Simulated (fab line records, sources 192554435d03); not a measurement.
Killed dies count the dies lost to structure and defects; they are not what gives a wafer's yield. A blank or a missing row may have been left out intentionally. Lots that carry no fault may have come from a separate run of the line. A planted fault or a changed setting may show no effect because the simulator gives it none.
fab line records || flow n5-finfet
[record] {"lots": 4, "wafers": 12, "last-day": 19}
route steps=1938 shown ZERO_LAYER@2 WELL_APT@20 BEOL_M4@1111 PASSIVATION@1936
lots untouched by any fault: they come from a run of this same line in which no faults occurred
start-h: the number of hours between the record's first day and the start of the first shown wafer of the lot || wait-h: hours elapsed since this lot's preceding step || " the same as in the row above || L1.1+2: a row that stands for several wafers || - no value present, or no start provided || * or withheld: withheld || < > ~ a bound
route shown NAME@n: NAME is a module with steps in the file, n the number in the route of the first one || usual: the fault-free wafers' mean and standard deviation || same: alike in all rows || chamber/n: place in a boat || sites: readings site by site || _std_site: their standard deviation || _edge_site: the outer-site mean with the inner-site mean subtracted || radius-mm: for every site, how far away it sits from the centre of the wafer || mask NAME#n: copy n || behind: tool/chamber where the wafer was last shaped || hold: why the lot was held/for how many hours/how that ended || device: transistor that didn't switch, given as n, p or np || end of line: the same wafers' tests at the end of the route || step lacking rows: just its recipe || killed: at the first sort, the dies lost to defects and structure; wafer yield is something else || map: shows each die of a wafer: x if killed, . if not, _ if none is there
set.NAME: the setting as run; set.NAME@STEP: as run at that earlier step || model.NAME: the simulator's own value behind a step, which no gauge read
a table for each step, a row for each wafer; lots at some steps of the route
services: a tool's chamber out of use, with start hour (start-h, from the record's first day; less than 0 if before it), hours out, and reason
[[steps]]
[step N5_ZERO_LAYER_PRECLEAN_00]
[recipe] {"chemistry": "SPM", "time-s": 600, "temp-c": 120, "mix": "4:1"}
[step N5_ZERO_LAYER_SRD_01]
[recipe] {"time-s": 30, "temp-c": 23, "rinse-liquid": "diw", "dry": "n2-spin", "spin-rpm": 1500, "dry-time-s": 30}
[step N5_ZERO_LAYER_PECVD_02]
[recipe] {"material": "SiO2", "target-thk-a": 100, "temp-c": 400, "precursor": "SiH4/N2O", "pressure-torr": 0.75, "rf-w": 275, "time-s": 6}
[usual] {"heater-power-w": "785/69", "showerhead-plenum-p-Torr": "8.14/0.15"}
{"lot.wafer": "L613.1", "tool": "pecvd-02", "chamber": 0, "start-h": 36.28, "wait-h": 0.0, "heater-power-w": 788, "showerhead-plenum-p-Torr": 7.84, "model.SiO2_of_ZERO_LAYER_PECVD_02.thk-nm": 4.37}
{"lot.wafer": "L613.4", "tool": "pecvd-02", "chamber": 2, "start-h": 36.28, "wait-h": 0.0, "heater-power-w": 763, "showerhead-plenum-p-Torr": 8.35, "model.SiO2_of_ZERO_LAYER_PECVD_02.thk-nm": 9.878}
{"lot.wafer": "L613.5", "tool": "pecvd-02", "chamber": 1, "start-h": 36.28, "wait-h": 0.0, "heater-power-w": 695, "showerhead-plenum-p-Torr": 8.37, "model.SiO2_of_ZERO_LAYER_PECVD_02.thk-nm": 10.09}
{"lot.wafer": "L614.2", "tool": "pecvd-02", "chamber": 0, "start-h": 42.29, "wait-h": 0.0, "heater-power-w": 726, "showerhead-plenum-p-Torr": 7.85, "model.SiO2_of_ZERO_LAYER_PECVD_02.thk-nm": 4.37}
{"lot.wafer": "L614.3", "tool": "pecvd-02", "chamber": 2, "start-h": 42.29, "wait-h": 0.0, "heater-power-w": 764, "showerhead-plenum-p-Torr": 8.33, "model.SiO2_of_ZERO_LAYER_PECVD_02.thk-nm": 9.771}
{"lot.wafer": "L614.5", "tool": "pecvd-02", "chamber": 2, "start-h": 42.29, "wait-h": 0.0, "heater-power-w": 743, "showerhead-plenum-p-Torr": 8.33, "model.SiO2_of_ZERO_LAYER_PECVD_02.thk-nm": 9.887}
{"lot.wafer": "L627.3", "tool": "pecvd-02", "chamber": 1, "start-h": 120.29, "wait-h": 0.0, "heater-power-w": 778, "showerhead-plenum-p-Torr": 8.38, "model.SiO2_of_ZERO_LAYER_PECVD_02.thk-nm": 9.864}
{"lot.wafer": "L627.5", "tool": "pecvd-02", "chamber": 0, "start-h": 120.29, "wait-h": 0.0, "heater-power-w": 777, "showerhead-plenum-p-Torr": 7.85, "model.SiO2_of_ZERO_LAYER_PECVD_02.thk-nm": 10.04}
{"lot.wafer": "L627.6", "tool": "pecvd-02", "chamber": 1, "start-h": 120.29, "wait-h": 0.0, "heater-power-w": 773, "showerhead-plenum-p-Torr": 8.37, "model.SiO2_of_ZERO_LAYER_PECVD_02.thk-nm": 10.18}
{"lot.wafer": "L628.1", "tool": "pecvd-01", "chamber": 2, "start-h": 126.28, "wait-h": 0.0, "heater-power-w": 676, "showerhead-plenum-p-Torr": 8.07, "model.SiO2_of_ZERO_LAYER_PECVD_02.thk-nm": 9.889}
{"lot.wafer": "L628.3", "tool": "pecvd-01", "chamber": 2, "start-h": 126.28, "wait-h": 0.0, "heater-power-w": 674, "showerhead-plenum-p-Torr": 8.09, "model.SiO2_of_ZERO_LAYER_PECVD_02.thk-nm": 10.19}
{"lot.wafer": "L628.5", "tool": "pecvd-01", "chamber": 2, "start-h": 126.28, "wait-h": 0.0, "heater-power-w": 679, "showerhead-plenum-p-Torr": 8.09, "model.SiO2_of_ZERO_LAYER_PECVD_02.thk-nm": 10.08}
[step N5_ZERO_LAYER_HMDS_04]
[recipe] {"time-s": 60, "temp-c": 120}
[step N5_ZERO_LAYER_COAT_05]
[recipe] {"spin-rpm": 1500, "resist-thk-nm": 1000}
[step N5_ZERO_LAYER_EBR_07]
[recipe] {"solvent": "PGMEA", "ebr-width-mm": 1.5}
[step N5_ZERO_LAYER_SOFTBAKE_06]
[recipe] {"temp-c": 100, "time-s": 90}
[step N5_ZERO_LAYER_EXPOSE_08]
[recipe] {"mask-id": "ZERO", "na": 0.55, "source-shape": "conventional", "sigma-outer": 0.8, "polarization": "unpolarized", "defocus-nm": 0, "target-cd-nm": 2000, "dose-mj": 16.2}
[step N5_ZERO_LAYER_PEB_09]
[recipe] {"peb-temp-c": "withheld", "peb-time-s": "*"}
[step N5_ZERO_LAYER_DEVELOP_10]
[recipe] {"develop-time-s": 60, "rinse-liquid": "diw", "dry": "air-spin", "dev-temp-c": 21}
[step N5_ZERO_LAYER_HARDBAKE_23]
[recipe] {"temp-c": 130, "time-s": 120}
[step N5_ZERO_LAYER_DESCUM_16]
[recipe] {"chemistry": "O2", "time-s": 7.9, "source-power-w": 50, "bias-power-w": 20, "pressure-mtorr": 20, "rf-frequency-hz": 2.712e+07, "temp-c": 40, "o2-flow-sccm": 225}
[step N5_ZERO_LAYER_ETCH_17]
[recipe] {"chemistry": "CF4", "target": "SiO2", "target-depth-a": 120, "time-s": 13.3, "ion-energy-ev": 350, "pressure-mtorr": 40, "source-w": 450, "bias-w": 215, "Ar_flow_sccm": 100, "cf4-flow-sccm": 100}
[step N5_ZERO_LAYER_ETCH_18]
[recipe] {"chemistry": "HBr/Cl2", "target": "Si", "target-depth-a": 1200, "time-s": 40, "pressure-mtorr": 10, "icp-w": 800, "bias-w": 75, "HBr_flow_sccm": 150, "Cl2_flow_sccm": 80}
[step N5_ZERO_LAYER_STRIP_24]
[recipe] {"chemistry": "O2", "power-w": 1000, "temp-c": 250, "overash-fraction": 0.3, "pressure-mtorr": 1000, "o2-flow-sccm": 6750}
[step N5_ZERO_LAYER_STRIP_19]
[recipe] {"chemistry": "SPM", "time-s": 900, "temp-c": 130, "h2so4-h2o2-vol-ratio": 4, "dry": "ipa-marangoni"}
[step N5_WELL_APT_HMDS_01]
[recipe] {"time-s": 60, "temp-c": 120}
[step N5_WELL_APT_COAT_02]
[recipe] {"spin-rpm": 1357, "resist-thk-nm": 950}
[step N5_WELL_APT_EBR_04]
[recipe] {"solvent": "PGMEA", "ebr-width-mm": 1.5}
[step N5_WELL_APT_SOFTBAKE_03]
[recipe] {"temp-c": 130, "time-s": 60}
[step N5_WELL_APT_EXPOSE_05]
[recipe] {"mask-id": "NWELL", "na": 0.8, "source-shape": "conventional", "sigma-outer": 0.8, "polarization": "unpolarized", "defocus-nm": 0, "target-cd-nm": 200, "dose-mj": 20.3}
[step N5_WELL_APT_PEB_06]
[recipe] {"peb-temp-c": 130, "peb-time-s": 90}
[step N5_WELL_APT_DEVELOP_07]
[recipe] {"develop-time-s": 45, "rinse-liquid": "surfactant-rinse", "dry": "air-spin", "dev-temp-c": 21}
[step N5_WELL_APT_HARDBAKE_12]
[recipe] {"temp-c": 130, "time-s": 120}
[step N5_WELL_APT_DESCUM_13]
[recipe] {"chemistry": "O2", "time-s": 7.9, "source-power-w": 50, "bias-power-w": 20, "pressure-mtorr": 20, "rf-frequency-hz": 2.712e+07, "temp-c": 40, "o2-flow-sccm": 225}
[step N5_WELL_APT_IMPLANT_14]
[recipe] {"species": "P", "energy-kev": 160, "dose-cm2": 1.5e+13, "tilt-deg": 0, "rotation-deg": 0}
[step N5_WELL_APT_IMPLANT_15]
[recipe] {"species": "As", "energy-kev": 25, "dose-cm2": 1.5e+13, "tilt-deg": 0, "rotation-deg": 0}
[step N5_BEOL_M4_RC_MEAS_101]
[usual] {"CJ_N": "4.35/0.084", "DIBL_N": "36.0/1.7", "DIBL_P": "36.2/1.9", "IOFF_N": "0.154/0.028", "IOFF_P": "0.21/0.036", "ION_N": "675/11", "ION_P": "463/8.3", "RS_PWELL": "3012/25", "SS_N": "71.4/0.63", "SS_P": "73.2/0.55", "VT_N": "250.2/3", "VT_P": "-251/3.7"}
{"lot.wafer": "L613.1", "tool": "prober-02", "chamber": 0, "start-h": 239.53, "wait-h": 0.0, "CJ_N": 3.83, "DIBL_N[mV/V]": 34.5, "DIBL_P[mV/V]": 34.8, "IOFF_N[nA/um]": 0.130, "IOFF_P[nA/um]": 0.18, "ION_N[uA/um]": 676, "ION_P[uA/um]": 460, "RS_PWELL[ohm/sq]": 2961, "SS_N[mV/dec]": 71.0, "SS_P[mV/dec]": 72.2, "VT_N[mV]": 249.0, "VT_P[mV]": -250}
{"lot.wafer": "L613.4", "tool": "prober-02", "chamber": 0, "start-h": 239.53, "wait-h": 0.0, "CJ_N": 4.21, "DIBL_N[mV/V]": 35.3, "DIBL_P[mV/V]": 36.5, "IOFF_N[nA/um]": 0.142, "IOFF_P[nA/um]": 0.19, "ION_N[uA/um]": 677, "ION_P[uA/um]": 465, "RS_PWELL[ohm/sq]": 3030, "SS_N[mV/dec]": 71.6, "SS_P[mV/dec]": 72.9, "VT_N[mV]": 251.4, "VT_P[mV]": -249}
{"lot.wafer": "L613.5", "tool": "prober-02", "chamber": 0, "start-h": 239.53, "wait-h": 0.0, "CJ_N": 4.43, "DIBL_N[mV/V]": 37.2, "DIBL_P[mV/V]": 37.9, "IOFF_N[nA/um]": 0.172, "IOFF_P[nA/um]": 0.22, "ION_N[uA/um]": 687, "ION_P[uA/um]": 475, "RS_PWELL[ohm/sq]": 3050, "SS_N[mV/dec]": 71.5, "SS_P[mV/dec]": 73.1, "VT_N[mV]": 247.1, "VT_P[mV]": -249}
{"lot.wafer": "L614.2", "tool": "prober-01", "chamber": 0, "start-h": 262.72, "wait-h": 0.2, "CJ_N": 3.99, "DIBL_N[mV/V]": 37.8, "DIBL_P[mV/V]": 38.6, "IOFF_N[nA/um]": 0.181, "IOFF_P[nA/um]": 0.20, "ION_N[uA/um]": 683, "ION_P[uA/um]": 463, "RS_PWELL[ohm/sq]": 2920, "SS_N[mV/dec]": 72.0, "SS_P[mV/dec]": 73.7, "VT_N[mV]": 249.1, "VT_P[mV]": -253}
{"lot.wafer": "L614.3", "tool": "prober-01", "chamber": 0, "start-h": 262.72, "wait-h": 0.2, "CJ_N": 4.42, "DIBL_N[mV/V]": 35.7, "DIBL_P[mV/V]": 37.4, "IOFF_N[nA/um]": 0.144, "IOFF_P[nA/um]": 0.18, "ION_N[uA/um]": 686, "ION_P[uA/um]": 467, "RS_PWELL[ohm/sq]": 3029, "SS_N[mV/dec]": 71.2, "SS_P[mV/dec]": 72.8, "VT_N[mV]": 250.5, "VT_P[mV]": -254}
{"lot.wafer": "L614.5", "tool": "prober-01", "chamber": 0, "start-h": 262.72, "wait-h": 0.2, "CJ_N": 4.36, "DIBL_N[mV/V]": 35.9, "DIBL_P[mV/V]": 36.7, "IOFF_N[nA/um]": 0.131, "IOFF_P[nA/um]": 0.16, "ION_N[uA/um]": 654, "ION_P[uA/um]": 444, "RS_PWELL[ohm/sq]": 3021, "SS_N[mV/dec]": 71.7, "SS_P[mV/dec]": 73.5, "VT_N[mV]": 252.7, "VT_P[mV]": -255}
{"lot.wafer": "L627.3", "tool": "prober-02", "chamber": 0, "start-h": 339.73, "wait-h": 0.3, "CJ_N": 4.34, "DIBL_N[mV/V]": 35.9, "DIBL_P[mV/V]": 36.0, "IOFF_N[nA/um]": 0.158, "IOFF_P[nA/um]": 0.23, "ION_N[uA/um]": 666, "ION_P[uA/um]": 465, "RS_PWELL[ohm/sq]": 3019, "SS_N[mV/dec]": 71.2, "SS_P[mV/dec]": 73.2, "VT_N[mV]": 251.2, "VT_P[mV]": -248}
{"lot.wafer": "L627.5", "tool": "prober-02", "chamber": 0, "start-h": 339.73, "wait-h": 0.3, "CJ_N": 4.46, "DIBL_N[mV/V]": 37.8, "DIBL_P[mV/V]": 36.5, "IOFF_N[nA/um]": 0.185, "IOFF_P[nA/um]": 0.22, "ION_N[uA/um]": 672, "ION_P[uA/um]": 454, "RS_PWELL[ohm/sq]": 3015, "SS_N[mV/dec]": 72.3, "SS_P[mV/dec]": 74.1, "VT_N[mV]": 249.1, "VT_P[mV]": -250}
{"lot.wafer": "L627.6", "tool": "prober-02", "chamber": 0, "start-h": 339.73, "wait-h": 0.3, "CJ_N": 4.32, "DIBL_N[mV/V]": 36.9, "DIBL_P[mV/V]": 36.5, "IOFF_N[nA/um]": 0.172, "IOFF_P[nA/um]": 0.23, "ION_N[uA/um]": 682, "ION_P[uA/um]": 468, "RS_PWELL[ohm/sq]": 3000, "SS_N[mV/dec]": 72.4, "SS_P[mV/dec]": 73.1, "VT_N[mV]": 246.2, "VT_P[mV]": -250}
{"lot.wafer": "L628.1", "tool": "prober-01", "chamber": 0, "start-h": 339.84, "wait-h": 0.0, "CJ_N": 4.41, "DIBL_N[mV/V]": 37.6, "DIBL_P[mV/V]": 37.2, "IOFF_N[nA/um]": 0.167, "IOFF_P[nA/um]": 0.23, "ION_N[uA/um]": 667, "ION_P[uA/um]": 467, "RS_PWELL[ohm/sq]": 3036, "SS_N[mV/dec]": 71.5, "SS_P[mV/dec]": 73.9, "VT_N[mV]": 250.3, "VT_P[mV]": -249}
{"lot.wafer": "L628.3", "tool": "prober-01", "chamber": 0, "start-h": 339.84, "wait-h": 0.0, "CJ_N": 4.32, "DIBL_N[mV/V]": 35.0, "DIBL_P[mV/V]": 34.2, "IOFF_N[nA/um]": 0.129, "IOFF_P[nA/um]": 0.19, "ION_N[uA/um]": 669, "ION_P[uA/um]": 456, "RS_PWELL[ohm/sq]": 3041, "SS_N[mV/dec]": 70.8, "SS_P[mV/dec]": 72.8, "VT_N[mV]": 252.8, "VT_P[mV]": -248}
{"lot.wafer": "L628.5", "tool": "prober-01", "chamber": 0, "start-h": 339.84, "wait-h": 0.0, "CJ_N": 4.32, "DIBL_N[mV/V]": 35.9, "DIBL_P[mV/V]": 36.0, "IOFF_N[nA/um]": 0.144, "IOFF_P[nA/um]": 0.21, "ION_N[uA/um]": 660, "ION_P[uA/um]": 460, "RS_PWELL[ohm/sq]": 3056, "SS_N[mV/dec]": 71.6, "SS_P[mV/dec]": 73.5, "VT_N[mV]": 253.2, "VT_P[mV]": -248}
[step N5_PASSIVATION_PROBE_49]
[usual] {"defect-limited-yield": "90.9/1.4", "killed_at_M0_to_M3": "38/11", "killed_at_M4_up": "13/5.9", "killed-at-contacts": "14/6.4", "killed-at-front-end": "38/11", "killed-at-other": "3.3/2.5", "killed-dies": "107/16", "killed-on-rim": "14/3.6", "killed-open": "70/12", "killed-short": "35/7.7", "sort_bin_5_function": "5.3/0.94", "sort_bin_6_memory": "3.5/0.7", "sort-n-pass": "1073/16", "sort-yield-pct": "90.9/1.4"}
[same] {"gross-dies": 1180, "killed-at-back-side": 0, "sort_bin_4_leakage[%]": 0, "sort_bin_8_speed[%]": 0}
{"lot.wafer": "L613.1", "tool": "prober-02", "chamber": "-", "start-h": 341.56, "wait-h": 0.0, "defect-limited-yield[%]": 94.6, "killed_at_M0_to_M3": 25, "killed_at_M4_up": 10, "killed-at-contacts": 11, "killed-at-front-end": 18, "killed-at-other": 0, "killed-dies": 64, "killed-on-rim": 7, "killed-open": 44, "killed-short": 18, "sort_bin_5_function[%]": 3.5, "sort_bin_6_memory[%]": 1.7, "sort-n-pass": 1116, "sort-yield-pct[%]": 94.6}
{"lot.wafer": "L613.4", "tool": "prober-02", "chamber": "-", "start-h": 341.71, "wait-h": 0.2, "defect-limited-yield[%]": 90.0, "killed_at_M0_to_M3": 27, "killed_at_M4_up": 23, "killed-at-contacts": 8, "killed-at-front-end": 57, "killed-at-other": 3, "killed-dies": 118, "killed-on-rim": 18, "killed-open": 72, "killed-short": 42, "sort_bin_5_function[%]": 5.3, "sort_bin_6_memory[%]": 4.2, "sort-n-pass": 1062, "sort-yield-pct[%]": 90.0}
{"lot.wafer": "L613.5", "tool": "prober-02", "chamber": "-", "start-h": 341.76, "wait-h": 0.2, "defect-limited-yield[%]": 93.1, "killed_at_M0_to_M3": 33, "killed_at_M4_up": 17, "killed-at-contacts": 4, "killed-at-front-end": 25, "killed-at-other": 2, "killed-dies": 81, "killed-on-rim": 10, "killed-open": 55, "killed-short": 25, "sort_bin_5_function[%]": 4.0, "sort_bin_6_memory[%]": 2.5, "sort-n-pass": 1099, "sort-yield-pct[%]": 93.1}
{"lot.wafer": "L628.1", "tool": "prober-01", "chamber": "-", "start-h": 459.10, "wait-h": 0.0, "defect-limited-yield[%]": 90.8, "killed_at_M0_to_M3": 20, "killed_at_M4_up": 16, "killed-at-contacts": 24, "killed-at-front-end": 41, "killed-at-other": 7, "killed-dies": 108, "killed-on-rim": 15, "killed-open": 60, "killed-short": 42, "sort_bin_5_function[%]": 4.7, "sort_bin_6_memory[%]": 4.2, "sort-n-pass": 1072, "sort-yield-pct[%]": 90.8}
{"lot.wafer": "L628.3", "tool": "prober-01", "chamber": "-", "start-h": 459.20, "wait-h": 0.1, "defect-limited-yield[%]": 92.2, "killed_at_M0_to_M3": 20, "killed_at_M4_up": 11, "killed-at-contacts": 17, "killed-at-front-end": 44, "killed-at-other": 0, "killed-dies": 92, "killed-on-rim": 14, "killed-open": 61, "killed-short": 28, "sort_bin_5_function[%]": 4.7, "sort_bin_6_memory[%]": 3.0, "sort-n-pass": 1088, "sort-yield-pct[%]": 92.2}
{"lot.wafer": "L628.5", "tool": "prober-01", "chamber": "-", "start-h": 459.30, "wait-h": 0.2, "defect-limited-yield[%]": 91.1, "killed_at_M0_to_M3": 31, "killed_at_M4_up": 10, "killed-at-contacts": 14, "killed-at-front-end": 48, "killed-at-other": 2, "killed-dies": 105, "killed-on-rim": 18, "killed-open": 69, "killed-short": 35, "sort_bin_5_function[%]": 5.3, "sort_bin_6_memory[%]": 3.3, "sort-n-pass": 1075, "sort-yield-pct[%]": 91.1}
{"lot.wafer": "L627.3", "tool": "prober-02", "chamber": "-", "start-h": 461.58, "wait-h": 0.1, "defect-limited-yield[%]": 90.0, "killed_at_M0_to_M3": 49, "killed_at_M4_up": 7, "killed-at-contacts": 13, "killed-at-front-end": 45, "killed-at-other": 4, "killed-dies": 118, "killed-on-rim": 15, "killed-open": 67, "killed-short": 45, "sort_bin_5_function[%]": 5.2, "sort_bin_6_memory[%]": 4.1, "sort-n-pass": 1062, "sort-yield-pct[%]": 90.0}
{"lot.wafer": "L627.5", "tool": "prober-02", "chamber": "-", "start-h": 461.68, "wait-h": 0.2, "defect-limited-yield[%]": 90.5, "killed_at_M0_to_M3": 37, "killed_at_M4_up": 10, "killed-at-contacts": 17, "killed-at-front-end": 47, "killed-at-other": 1, "killed-dies": 112, "killed-on-rim": 10, "killed-open": 72, "killed-short": 40, "sort_bin_5_function[%]": 5.3, "sort_bin_6_memory[%]": 3.8, "sort-n-pass": 1068, "sort-yield-pct[%]": 90.5}
{"lot.wafer": "L627.6", "tool": "prober-02", "chamber": "-", "start-h": 461.73, "wait-h": 0.3, "defect-limited-yield[%]": 89.4, "killed_at_M0_to_M3": 65, "killed_at_M4_up": 14, "killed-at-contacts": 8, "killed-at-front-end": 34, "killed-at-other": 4, "killed-dies": 125, "killed-on-rim": 18, "killed-open": 84, "killed-short": 39, "sort_bin_5_function[%]": 6.4, "sort_bin_6_memory[%]": 3.9, "sort-n-pass": 1055, "sort-yield-pct[%]": 89.4}
// killed by level:class
L613.1 MOL_CONTACT_COAG:geometric-particle:open=9 BEOL_M0_SAQP:geometric-particle:open=6 BEOL_M1:geometric-particle:open=6 BEOL_M0:geometric-particle:open=4 BEOL_M2:geometric-particle:open=4 STARTING-WAFER:geometric-particle:open=3 STARTING-WAFER:geometric-particle:short=3 DUMMY_GATE:geometric-particle:open=2
L613.4 FIN_SAQP:geometric-particle:short=15 FIN_SAQP:geometric-particle:open=11 BEOL_M2:geometric-particle:open=10 STI_FIN_REVEAL:geometric-particle:open=7 MOL_CONTACT_COAG:geometric-particle:open=6 BEOL_M0_SAQP:geometric-particle:open=6 BEOL_M5:geometric-particle:open=6 BEOL_M0_SAQP:geometric-particle:short=5
L613.5 BEOL_M0_SAQP:geometric-particle:open=8 BEOL_M3:geometric-particle:open=8 FIN_SAQP:geometric-particle:short=6 BEOL_M2:geometric-particle:open=5 BEOL_M4:geometric-particle:open=5 STI_FIN_REVEAL:geometric-particle:open=4 GATE_CUT:geometric-particle:short=4 MOL_CONTACT_COAG:geometric-particle:open=4
L628.1 MOL_CONTACT_COAG:geometric-particle:open=17 FIN_SAQP:geometric-particle:short=8 GATE_CUT:geometric-particle:short=8 FIN_SAQP:geometric-particle:open=7 MOL_CONTACT_COAG:geometric-particle:short=5 BEOL_M2:geometric-particle:open=5 ILD0:geometric-particle:short=4 BEOL_M0_SAQP:geometric-particle:open=4
L628.3 FIN_SAQP:geometric-particle:open=17 MOL_CONTACT_COAG:geometric-particle:open=10 FIN_SAQP:geometric-particle:short=7 BEOL_M0_SAQP:geometric-particle:open=7 MOL_CONTACT_COAG:geometric-particle:short=6 BEOL_M0_SAQP:geometric-particle:short=6 STI_FIN_REVEAL:geometric-particle:open=5 BEOL_M4:geometric-particle:open=5
L628.5 FIN_SAQP:geometric-particle:open=14 MOL_CONTACT_COAG:geometric-particle:open=12 BEOL_M4:geometric-particle:open=8 FIN_SAQP:geometric-particle:short=7 BEOL_M0_SAQP:geometric-particle:short=6 BEOL_M0:geometric-particle:open=6 STI_FIN_REVEAL:geometric-particle:open=5 GATE_CUT:geometric-particle:short=5
L627.3 FIN_SAQP:geometric-particle:short=13 BEOL_M1:geometric-particle:open=12 FIN_SAQP:geometric-particle:open=11 MOL_CONTACT_COAG:geometric-particle:open=10 BEOL_M0_SAQP:geometric-particle:short=8 BEOL_M1:geometric-particle:short=7 BEOL_M3:geometric-particle:open=7 BEOL_M0_SAQP:geometric-particle:open=6
L627.5 MOL_CONTACT_COAG:geometric-particle:open=15 FIN_SAQP:geometric-particle:short=12 BEOL_M1:geometric-particle:open=12 STI_FIN_REVEAL:geometric-particle:open=8 FIN_SAQP:geometric-particle:open=7 GATE_CUT:geometric-particle:short=6 BEOL_M1:geometric-particle:short=6 BEOL_M0_SAQP:geometric-particle:short=5
L627.6 BEOL_M1:geometric-particle:open=26 STI_FIN_REVEAL:geometric-particle:open=10 BEOL_M1:geometric-particle:short=10 BEOL_M2:geometric-particle:open=8 FIN_SAQP:geometric-particle:short=6 BEOL_M3:geometric-particle:open=6 MOL_CONTACT_COAG:geometric-particle:open=6 BEOL_M0_SAQP:geometric-particle:open=6
[[services]]
{"tool": "pecvd-01", "chamber": 2, "start-h": 21.12, "hours": "-", "kind": "clean"}
{"tool": "pecvd-01", "chamber": 2, "start-h": 21.12, "hours": "-", "kind": "consumable-replace:showerhead"}
{"tool": "pecvd-01", "chamber": 2, "start-h": 21.12, "hours": 29.0, "kind": "scheduled-down"}
{"tool": "pecvd-01", "chamber": 2, "start-h": 21.12, "hours": 29.0, "kind": "vent-cycle"}
{"tool": "pecvd-02", "chamber": 2, "start-h": 29.68, "hours": 5.5, "kind": "scheduled-down"}
{"tool": "pecvd-02", "chamber": "-", "start-h": 33.32, "hours": 0.3, "kind": "repair"}
{"tool": "pecvd-02", "chamber": 1, "start-h": 55.24, "hours": 2.1, "kind": "scheduled-down"}
{"tool": "pecvd-02", "chamber": 2, "start-h": 79.91, "hours": 3.8, "kind": "repair"}
{"tool": "pecvd-01", "chamber": 2, "start-h": 97.05, "hours": 5.6, "kind": "repair"}
{"tool": "pecvd-01", "chamber": 0, "start-h": 99.73, "hours": 11.7, "kind": "repair"}
{"tool": "pecvd-02", "chamber": "-", "start-h": 112.84, "hours": 2.7, "kind": "repair"}
{"tool": "pecvd-01", "chamber": 0, "start-h": 124.00, "hours": 5.5, "kind": "scheduled-down"}
[[key]]
[first-sign] {"step": "N5_BEOL_M4_RC_MEAS_101", "reading": "CJ_N", "direction": "down", "sigmas": 5.3, "usual": 4.35, "struck": 3.91}
[effect] {"step": "N5_BEOL_M4_RC_MEAS_101", "reading": "RS_PWELL", "direction": "down", "sigmas": 2.8, "usual": 3012, "struck": 2940}
[model-effect] {"step": "N5_ZERO_LAYER_PECVD_02", "value": "SiO2_of_ZERO_LAYER_PECVD_02.thk-nm", "without": 9.699, "struck": 4.37}
met-at N5_ZERO_LAYER_PECVD_02
struck-wafers L613.1,L614.2
[fault] {"kind": "process-parameter-drift", "tool": "pecvd-02", "chamber": 0, "onset-h": 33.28, "steps": "N5_ZERO_LAYER_PECVD_02", "channel": "time-s", "offset": "*", "shape": "step", "end-h": 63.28, "acts-in": "*", "stated": "*"}
